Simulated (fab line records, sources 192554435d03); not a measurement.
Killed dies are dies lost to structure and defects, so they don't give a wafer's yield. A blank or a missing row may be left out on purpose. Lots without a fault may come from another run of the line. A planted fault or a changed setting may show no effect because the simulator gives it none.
fab line records | flow n5_finfet
record lots=6 wafers=18 last_day=17
route steps=1938 shown BEOL_M5@1141 PASSIVATION@1936
lots that met no fault: from a run of the same line without faults
start_h: hours from the record's first day to the start of the lot's first wafer shown | wait_h: hours since the lot's step before | " the same as in the row above | L1.1+2: a row that stands for several wafers | - no value, or no start given | * or withheld: withheld | < > ~ a bound
route shown NAME@n: a module of which the file shows steps, and the number in the route of the first | usual: mean/standard deviation of fault-free wafers | same: alike in all rows | chamber/n: place in a boat | sites: the reading at each site | _std_site: their standard deviation | _edge_site: outer sites' mean less inner sites' | radius_mm: how far each site lies from the wafer's centre | mask NAME#n: copy n | behind: the tool/chamber that last shaped the wafer | hold: why the lot was held/for how many hours/how that ended | device: the transistor (n, p or np) that didn't switch | end of line: the same wafers' tests at the end of the route | a step without rows: its recipe alone | killed: dies lost to structure and defects at the first sort, not the wafer's yield | map: a wafer's dies, x killed, . not, _ none there
set.NAME: the setting as run; set.NAME@STEP: as run at that earlier step | model.NAME: the simulator's own value behind a step, which no gauge read
lots at some steps of the route; a table a step, a row a wafer
services: from which hour (start_h, from the record's first day; less than 0 if before it) a tool's chamber was out of use, for how many hours, and why
## steps
# step N5_BEOL_M5_COAT_74
# recipe resist=underlayer temp_c=205 time_s=60 spin_rpm=1500 resist_thk_nm=5
# step N5_BEOL_M5_COAT_22
# recipe resist=CAR-EUV spin_rpm=1500 resist_thk_nm=30
# step N5_BEOL_M5_EBR_24
# recipe solvent=PGMEA ebr_width_mm=1.5
# step N5_BEOL_M5_SOFTBAKE_23
# recipe temp_c=110 time_s=60 resist=CAR-EUV
# step N5_BEOL_M5_EXPOSE_25
# recipe mask_id=V4 na=0.33 source_shape=quasar sigma_inner=0.2 sigma_outer=0.6 polarization=unpolarized defocus_nm=10 dose_mj=52.75
# step N5_BEOL_M5_PEB_26
# recipe peb_temp_c=100 peb_time_s=60 resist=CAR-EUV
# step N5_BEOL_M5_DEVELOP_27
# recipe develop_time_s=30 developer=TMAH resist=CAR-EUV rinse_liquid=surfactant_rinse dry=air_spin dev_temp_c=23
# step N5_BEOL_M5_CD_MEAS_28
# recipe target_cd_nm=30.6 landing_energy_ev=500 detector=se_inlens target_cd_y_nm=20 polarity=opening
# usual cd_nm=30.60/0.22
# same landing_energy_ev=500
# columns lot.wafer tool chamber start_h wait_h cd_nm
L777.1 cd_sem-02 0 222.99 - 30.26
L777.3 " 0 " " 30.59
L777.6 " 0 " " 31.11
L782.3 cd_sem-02 0 247.94 - 30.86
L782.4 " 0 " " 30.24
L782.6 " 0 " " 30.35
L787.2 cd_sem-03 0 280.01 - 30.77
L787.4 " 0 " " 30.56
L787.5 " 0 " " 30.51
L789.1 cd_sem-03 0 287.89 - 30.60
L789.2 " 0 " " 30.41
L789.5 " 0 " " 30.29
L790.1 cd_sem-03 0 291.42 - 30.38
L790.4 " 0 " " 30.42
L790.6 " 0 " " 30.22
L791.1 cd_sem-03 0 300.32 - 30.64
L791.3 " 0 " " 31.00
L791.4 " 0 " " 31.11
# step N5_BEOL_M5_OVL_MEAS_29
# recipe points_per_wafer=522
# usual V4_OVL=0.8/0.78
# columns lot.wafer tool chamber start_h wait_h V4_OVL[nm]
L777.1 overlay-01 0 223.02 0.0 0.2
L777.3 " 0 " " 1.0
L777.6 " 0 " " -0.3
L782.3 overlay-02 0 247.98 0.0 1.1
L782.4 " 0 " " 1.8
L782.6 " 0 " " 2.4
L787.2 overlay-01 0 280.05 0.0 1.8
L787.4 " 0 " " 2.2
L787.5 " 0 " " 2.3
L789.1 overlay-01 0 287.92 0.0 0.6
L789.2 " 0 " " -0.1
L789.5 " 0 " " 0.5
L790.1 overlay-02 0 291.45 0.0 -0.2
L790.4 " 0 " " 1.2
L790.6 " 0 " " -0.2
L791.1 overlay-02 0 300.35 0.0 1.4
L791.3 " 0 " " 0.2
L791.4 " 0 " " 1.4
# step N5_BEOL_M5_INSPECT_30
# recipe mode=adi inspect_instrument=brightfield
# usual raw_defect_count=397/94
# columns lot.wafer tool chamber start_h wait_h raw_defect_count
L777.1 defect_inspect-02 - 223.07 0.1 323
L777.3 " - " " 282
L777.6 " - " " 283
L782.3 defect_inspect-02 - 248.03 0.0 380
L782.4 " - " " 433
L782.6 " - " " 383
L787.2 defect_inspect-02 - 280.11 0.1 271
L787.4 " - " " 349
L787.5 " - " " 380
L789.1 defect_inspect-01 - 287.98 0.1 641
L789.2 " - " " 381
L789.5 " - " " 454
L790.1 defect_inspect-01 - 291.51 0.1 300
L790.4 " - " " 281
L790.6 " - " " 395
L791.1 defect_inspect-01 - 300.41 0.1 269
L791.3 " - " " 305
L791.4 " - " " 363
# step N5_BEOL_M5_DESCUM_33
# recipe chemistry=O2 time_s=7 source_power_w=50 bias_power_w=20 pressure_mtorr=20 rf_frequency_hz=2.712e+07 temp_c=40 resist=CAR-EUV o2_flow_sccm=225
# usual drypump_motor_current_A=5.9/0.56 oes_product_au=0.80/0.1 rf_vpp_V=243.5/1.1 showerhead_plenum_p_Torr=2.11/0.059 throttle_valve_pct=20.39/0.24
# columns lot.wafer tool chamber start_h wait_h drypump_motor_current_A oes_product_au rf_hours_counter_h rf_vpp_V showerhead_plenum_p_Torr throttle_valve_pct
L777.1 rie_diel-05 3 223.37 0.3 5.8 0.69 184 243.5 2.15 20.62
L777.3 " 1 " " 5.3 1.00 2 244.6 2.14 20.31
L777.6 " 3 " " 5.8 0.69 - 244.8 2.15 20.62
L782.3 rie_diel-03 1 248.06 0.0 5.4 0.71 200 243.3 2.08 20.95
L782.4 " 2 " " 6.0 0.94 25 243.5 2.12 20.30
L782.6 " 2 " " 6.0 0.94 - 244.0 2.12 20.29
L787.2 rie_diel-05 3 280.14 0.0 5.9 0.69 198 244.8 2.14 20.65
L787.4 " 1 " " 5.4 0.95 17 244.9 2.14 20.35
L787.5 " 2 " " 6.6 0.74 - 242.9 2.10 20.65
L789.1 rie_diel-05 2 288.20 0.2 6.6 0.73 187 244.3 2.10 20.67
L789.2 " 0 " " 6.6 0.73 184 240.5 2.02 20.25
L789.5 " 3 " " 5.8 0.69 - 244.3 2.14 20.64
L790.1 rie_diel-03 3 291.55 0.0 4.8 0.70 208 244.4 2.17 20.57
L790.4 " 0 " " 5.9 0.89 46 243.9 2.02 20.33
L790.6 " 2 " " 6.0 0.92 - 244.6 2.11 20.31
L791.1 rie_diel-03 0 300.44 0.0 5.9 0.89 49 242.9 2.02 20.35
L791.3 " 2 " " 6.0 0.91 40 244.8 2.11 20.34
L791.4 " 0 " " 6.0 0.91 - 243.1 2.02 20.33
# step N5_BEOL_M5_ETCH_75
# recipe chemistry=N2/H2 target=underlayer target_depth_a=65 mask_material=CAR-EUV time_s=5.2 ion_energy_ev=200 pressure_mtorr=30 source_w=840 bias_w=150 n2_flow_sccm=200 h2_flow_sccm=200 ends=cleared
# usual drypump_motor_current_A=5.9/0.55 etch_rf_on_time_s=5.24/0.15 oes_product_au=0.68/0.087 rf_vpp_V=524.3/2.5 showerhead_plenum_p_Torr=2.57/0.075 throttle_valve_pct=17.82/0.22
# columns lot.wafer tool chamber start_h wait_h drypump_motor_current_A etch_rf_on_time_s oes_product_au rf_hours_counter_h rf_vpp_V showerhead_plenum_p_Torr throttle_valve_pct
L777.1 rie_diel-05 3 223.40 0.0 5.9 5.39 0.60 184 525.0 2.64 18.17
L777.3 " 1 " " 5.3 5.14 0.83 2 523.2 2.60 17.63
L777.6 " 3 " " 5.8 5.35 0.60 - 525.2 2.64 18.15
L782.3 rie_diel-03 1 248.10 0.0 5.3 4.83 0.63 200 524.0 2.50 18.11
L782.4 " 2 " " 6.0 5.19 0.80 25 524.5 2.60 17.90
L782.6 " 2 " " 6.0 5.21 0.79 - 525.1 2.60 17.91
L787.2 rie_diel-05 3 280.18 0.0 5.8 5.34 0.58 198 523.8 2.63 18.19
L787.4 " 1 " " 5.3 5.14 0.79 17 524.3 2.59 17.67
L787.5 " 2 " " 6.6 5.30 0.62 - 526.3 2.52 17.88
L789.1 rie_diel-05 2 288.23 0.0 6.6 5.27 0.62 187 521.5 2.52 17.87
L789.2 " 0 " " 6.6 5.39 0.62 184 520.2 2.44 17.71
L789.5 " 3 " " 5.8 5.33 0.59 - 527.1 2.63 18.17
L790.1 rie_diel-03 3 291.58 0.0 4.9 5.17 0.61 208 526.9 2.63 18.02
L790.4 " 0 " " 5.9 5.08 0.76 46 521.7 2.49 17.89
L790.6 " 2 " " 5.9 5.22 0.77 - 524.3 2.60 17.92
L791.1 rie_diel-03 0 300.48 0.0 5.9 5.02 0.77 49 522.2 2.49 17.93
L791.3 " 2 " " 6.0 5.23 0.77 40 524.0 2.60 17.94
L791.4 " 0 " " 5.9 5.10 0.77 - 521.0 2.49 17.95
# step N5_BEOL_M5_ETCH_67
# recipe chemistry=CF4 target=SiARC target_depth_a=156 mask_material=CAR-EUV time_s=26 ion_energy_ev=80 pressure_mtorr=40 source_w=545 bias_w=36 Ar_flow_sccm=100 cf4_flow_sccm=100 ends=cleared
# usual drypump_motor_current_A=5.9/0.56 etch_rf_on_time_s=26.3/0.79 oes_product_au=0.68/0.087 rf_vpp_V=184.3/1.1 showerhead_plenum_p_Torr=2.16/0.059 throttle_valve_pct=15.57/0.23
# columns lot.wafer tool chamber start_h wait_h drypump_motor_current_A etch_rf_on_time_s oes_product_au rf_hours_counter_h rf_vpp_V showerhead_plenum_p_Torr throttle_valve_pct
L777.1 rie_diel-05 3 223.42 0.0 5.9 26.8 0.60 184 184.5 2.21 15.87
L777.3 " 1 " " 5.3 26.0 0.83 2 185.9 2.19 15.36
L777.6 " 3 " " 5.8 27.0 0.59 - 184.0 2.21 15.87
L782.3 rie_diel-03 1 248.11 0.0 5.4 24.0 0.64 200 184.3 2.13 16.06
L782.4 " 2 " " 5.9 25.6 0.80 25 184.4 2.19 15.56
L782.6 " 2 " " 6.0 25.8 0.80 - 183.8 2.19 15.56
L787.2 rie_diel-05 3 280.19 0.0 5.8 26.5 0.59 198 184.6 2.20 15.90
L787.4 " 1 " " 5.3 26.0 0.78 17 184.5 2.18 15.41
L787.5 " 2 " " 6.6 16.2 0.84 - 185.2 2.12 15.59
L789.1 rie_diel-05 2 288.25 0.0 6.6 16.2 0.84 187 183.4 2.12 15.59
L789.2 " 0 " " 6.6 27.2 0.61 184 183.9 2.06 15.41
L789.5 " 3 " " 5.8 26.7 0.59 - 183.3 2.20 15.90
L790.1 rie_diel-03 3 291.60 0.0 4.8 26.5 0.60 208 185.3 2.21 15.73
L790.4 " 0 " " 5.9 25.4 0.76 46 183.5 2.09 15.67
L790.6 " 2 " " 6.0 26.8 0.76 - 184.3 2.19 15.59
L791.1 rie_diel-03 0 300.50 0.0 5.9 25.5 0.76 49 183.9 2.09 15.67
L791.3 " 2 " " 6.0 26.3 0.77 40 184.7 2.19 15.59
L791.4 " 0 " " 5.9 25.1 0.77 - 183.9 2.09 15.66
# step N5_BEOL_M5_ETCH_68
# recipe chemistry=N2/H2 target=SOC target_depth_a=800 overetch_a=160 mask_material=SiARC temp_c=40 time_s=120 ion_energy_ev=200 pressure_mtorr=30 source_w=840 bias_w=150 n2_flow_sccm=200 h2_flow_sccm=200
# usual drypump_motor_current_A=5.9/0.56 oes_product_au=0.61/0.075 rf_vpp_V=524.3/2.2 showerhead_plenum_p_Torr=2.57/0.075 throttle_valve_pct=17.78/0.22
# columns lot.wafer tool chamber start_h wait_h drypump_motor_current_A oes_product_au rf_hours_counter_h rf_vpp_V showerhead_plenum_p_Torr throttle_valve_pct
L777.1 rie_diel-05 3 223.45 0.0 5.8 0.54 184 527.2 2.64 18.12
L777.3 " 1 " " 5.3 0.75 2 525.0 2.60 17.59
L777.6 " 3 " " 5.8 0.54 - 526.2 2.64 18.13
L782.3 rie_diel-03 1 248.14 0.0 5.3 0.54 200 522.9 2.50 18.07
L782.4 " 2 " " 6.0 0.71 25 524.6 2.60 17.88
L782.6 " 2 " " 6.0 0.70 - 524.2 2.60 17.85
L787.2 rie_diel-05 3 280.22 0.0 5.8 0.54 198 526.4 2.63 18.15
L787.4 " 1 " " 5.3 0.71 17 524.9 2.59 17.62
L787.5 " 2 " " 6.7 0.56 - 524.8 2.52 17.86
L789.1 rie_diel-05 2 288.28 0.0 6.6 0.56 187 523.4 2.52 17.85
L789.2 " 0 " " 6.6 0.56 184 519.7 2.44 17.67
L789.5 " 3 " " 5.9 0.54 - 526.5 2.63 18.15
L790.1 rie_diel-03 3 291.63 0.0 4.8 0.55 208 525.8 2.63 17.96
L790.4 " 0 " " 5.9 0.68 46 522.7 2.49 17.90
L790.6 " 2 " " 6.0 0.69 - 525.4 2.60 17.88
L791.1 rie_diel-03 0 300.52 0.0 5.9 0.67 49 523.5 2.49 17.89
L791.3 " 2 " " 6.0 0.69 40 525.4 2.60 17.88
L791.4 " 0 " " 5.9 0.67 - 521.7 2.49 17.89
# step N5_PASSIVATION_PROBE_49
# usual defect_limited_yield=91.1/1.4 killed_at_M0_to_M3=34/9.7 killed_at_M4_up=13/5.1 killed_at_contacts=14/6.3 killed_at_front_end=40/11 killed_at_other=3.5/2.7 killed_dies=105/16 killed_on_rim=13/4.1 killed_open=70/12 killed_short=34/7.8 sort_bin_5_function=5.2/0.88 sort_bin_6_memory=3.3/0.7 sort_n_pass=1074/17 sort_yield_pct=91.0/1.5
# same gross_dies=1180 killed_at_back_side=0 sort_bin_4_leakage[%]=0 sort_bin_8_speed[%]=0
# columns lot.wafer tool chamber start_h wait_h defect_limited_yield[%] killed_at_M0_to_M3 killed_at_M4_up killed_at_contacts killed_at_front_end killed_at_other killed_dies killed_on_rim killed_open killed_short sort_bin_5_function[%] sort_bin_6_memory[%] sort_n_pass sort_yield_pct[%]
L782.3 prober-01 - 339.42 0.1 91.1 21 28 13 41 2 105 13 78 26 5.4 3.5 1075 91.1
L782.4 prober-01 - 339.47 0.2 93.6 22 9 15 23 7 76 16 54 22 3.8 2.3 1104 93.6
L782.6 prober-01 - 339.57 0.3 92.6 24 16 8 31 8 87 16 60 27 4.5 2.3 1093 92.6
L787.2 prober-02 - 377.93 0.1 90.3 44 16 6 48 0 114 16 81 31 5.4 3.9 1066 90.3
L787.4 prober-02 - 378.03 0.2 87.5 68 10 14 54 2 148 23 107 41 7.8 4.3 1032 87.5
L787.5 prober-02 - 378.08 0.2 91.2 41 22 3 33 5 104 12 67 36 5.4 3.1 1076 91.2
L789.5 prober-01 - 387.06 0.2 90.3 36 5 20 53 1 115 15 80 30 5.7 3.3 1065 90.3
L790.1 prober-01 - 387.99 0.0 92.8 29 8 12 33 3 85 12 54 30 4.6 2.5 1095 92.8
L790.4 prober-01 - 388.14 0.2 92.4 30 6 12 37 5 90 8 56 32 3.6 3.9 1090 92.4
L790.6 prober-01 - 388.24 0.3 90.7 43 9 16 40 2 110 12 64 45 5.3 3.3 1070 90.7
L791.1 prober-01 - 398.79 0.0 89.6 47 10 20 42 4 123 10 79 42 5.6 4.4 1057 89.6
L791.3 prober-01 - 398.89 0.1 91.3 45 13 7 31 7 103 12 65 37 6.0 2.4 1077 91.3
L791.4 prober-01 - 398.94 0.2 90.9 45 7 14 36 5 107 11 57 48 5.7 2.7 1073 90.9
# killed by level:class
L782.3 STI_FIN_REVEAL:geometric_particle:open=14 FIN_SAQP:geometric_particle:open=11 MOL_CONTACT_COAG:geometric_particle:open=10 BEOL_M1:geometric_particle:open=8 BEOL_M4:geometric_particle:open=7 BEOL_M5:geometric_particle:open=5 BEOL_M3:geometric_particle:open=4 BEOL_M7:geometric_particle:open=4
L782.4 MOL_CONTACT_COAG:geometric_particle:open=12 FIN_SAQP:geometric_particle:open=8 BEOL_M0_SAQP:geometric_particle:short=6 FIN_SAQP:geometric_particle:short=5 DUMMY_GATE:geometric_particle:open=4 BEOL_M0_SAQP:geometric_particle:open=4 BEOL_M1:geometric_particle:open=4 BEOL_M2:geometric_particle:open=4
L782.6 STI_FIN_REVEAL:geometric_particle:open=8 MOL_CONTACT_COAG:geometric_particle:open=7 GATE_CUT:geometric_particle:open=6 BEOL_M0_SAQP:geometric_particle:short=6 BEOL_M0_SAQP:geometric_particle:open=5 BEOL_M5:geometric_particle:open=5 FIN_SAQP:geometric_particle:open=4 BEOL_M3:geometric_particle:open=4
L787.2 FIN_SAQP:geometric_particle:open=22 BEOL_M0_SAQP:geometric_particle:open=17 BEOL_M0_SAQP:geometric_particle:short=11 BEOL_M3:geometric_particle:open=9 STI_FIN_REVEAL:geometric_particle:open=7 BEOL_M4:geometric_particle:open=7 DUMMY_GATE:geometric_particle:open=5 MOL_CONTACT_COAG:geometric_particle:open=5
L787.4 STI_FIN_REVEAL:geometric_particle:open=29 BEOL_M0_SAQP:geometric_particle:open=22 BEOL_M0_SAQP:geometric_particle:short=15 BEOL_M3:geometric_particle:open=14 MOL_CONTACT_COAG:geometric_particle:open=11 BEOL_M2:geometric_particle:open=6 FIN_SAQP:geometric_particle:short=5 FIN_SAQP:geometric_particle:open=5
L787.5 BEOL_M0_SAQP:geometric_particle:short=11 BEOL_M0_SAQP:geometric_particle:open=10 BEOL_M4:geometric_particle:open=10 FIN_SAQP:geometric_particle:short=8 BEOL_M2:geometric_particle:open=8 FIN_SAQP:geometric_particle:open=7 STARTING-WAFER:geometric_particle:open=5 DUMMY_GATE:geometric_particle:open=4
L789.5 STI_FIN_REVEAL:geometric_particle:open=18 BEOL_M3:geometric_particle:open=16 MOL_CONTACT_COAG:geometric_particle:open=14 GATE_CUT:geometric_particle:short=6 ILD0:geometric_particle:open=6 MOL_CONTACT_COAG:geometric_particle:short=6 BEOL_M0_SAQP:geometric_particle:open=6 BEOL_M0_SAQP:geometric_particle:short=6
L790.1 STI_FIN_REVEAL:geometric_particle:open=10 MOL_CONTACT_COAG:geometric_particle:open=9 GATE_CUT:geometric_particle:short=6 BEOL_M1:geometric_particle:open=6 GATE_CUT:geometric_particle:open=4 BEOL_M0_SAQP:geometric_particle:open=4 BEOL_M0_SAQP:geometric_particle:short=4 BEOL_M2:geometric_particle:open=4
L790.4 MOL_CONTACT_COAG:geometric_particle:open=12 FIN_SAQP:geometric_particle:short=8 GATE_CUT:geometric_particle:short=6 BEOL_M0_SAQP:geometric_particle:open=6 BEOL_M1:geometric_particle:open=6 STI_FIN_REVEAL:geometric_particle:open=5 BEOL_M0_SAQP:geometric_particle:short=5 FIN_SAQP:geometric_particle:open=4
L790.6 MOL_CONTACT_COAG:geometric_particle:open=13 FIN_SAQP:geometric_particle:short=12 BEOL_M0_SAQP:geometric_particle:open=11 BEOL_M0_SAQP:geometric_particle:short=11 BEOL_M2:geometric_particle:open=7 DUMMY_GATE:geometric_particle:open=6 BEOL_M1:geometric_particle:open=6 GATE_CUT:geometric_particle:short=5
L791.1 MOL_CONTACT_COAG:geometric_particle:open=16 BEOL_M0_SAQP:geometric_particle:short=12 BEOL_M0_SAQP:geometric_particle:open=12 BEOL_M3:geometric_particle:open=11 FIN_SAQP:geometric_particle:open=8 FIN_SAQP:geometric_particle:short=7 STI_FIN_REVEAL:geometric_particle:open=7 BEOL_M1:geometric_particle:open=5
L791.3 BEOL_M3:geometric_particle:open=17 BEOL_M0_SAQP:geometric_particle:short=12 BEOL_M0_SAQP:geometric_particle:open=8 FIN_SAQP:geometric_particle:short=7 FIN_SAQP:geometric_particle:open=4 STI_FIN_REVEAL:geometric_particle:open=4 MOL_CONTACT_COAG:geometric_particle:open=4 BEOL_M5:geometric_particle:open=4
L791.4 MOL_CONTACT_COAG:geometric_particle:open=13 BEOL_M0_SAQP:geometric_particle:open=11 FIN_SAQP:geometric_particle:short=9 GATE_CUT:geometric_particle:short=9 BEOL_M0_SAQP:geometric_particle:short=8 BEOL_M2:geometric_particle:open=8 BEOL_M1:geometric_particle:open=5 FIN_SAQP:geometric_particle:open=4
## services
# columns tool chamber start_h hours kind
rie_diel-03 1 298.81 7.3 repair
## key
first_sign step=N5_BEOL_M5_ETCH_67 reading=etch_rf_on_time_s direction=down sigmas=13 usual=* struck=*
effect none on later readings
met_at N5_BEOL_M5_ETCH_67
struck_wafers L787.5,L789.1
fault kind=process_parameter_drift tool=rie_diel-05 chamber=2 onset_h=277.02 steps=N5_BEOL_M5_ETCH_67 channel=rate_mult offset=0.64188 shape=step end_h=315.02
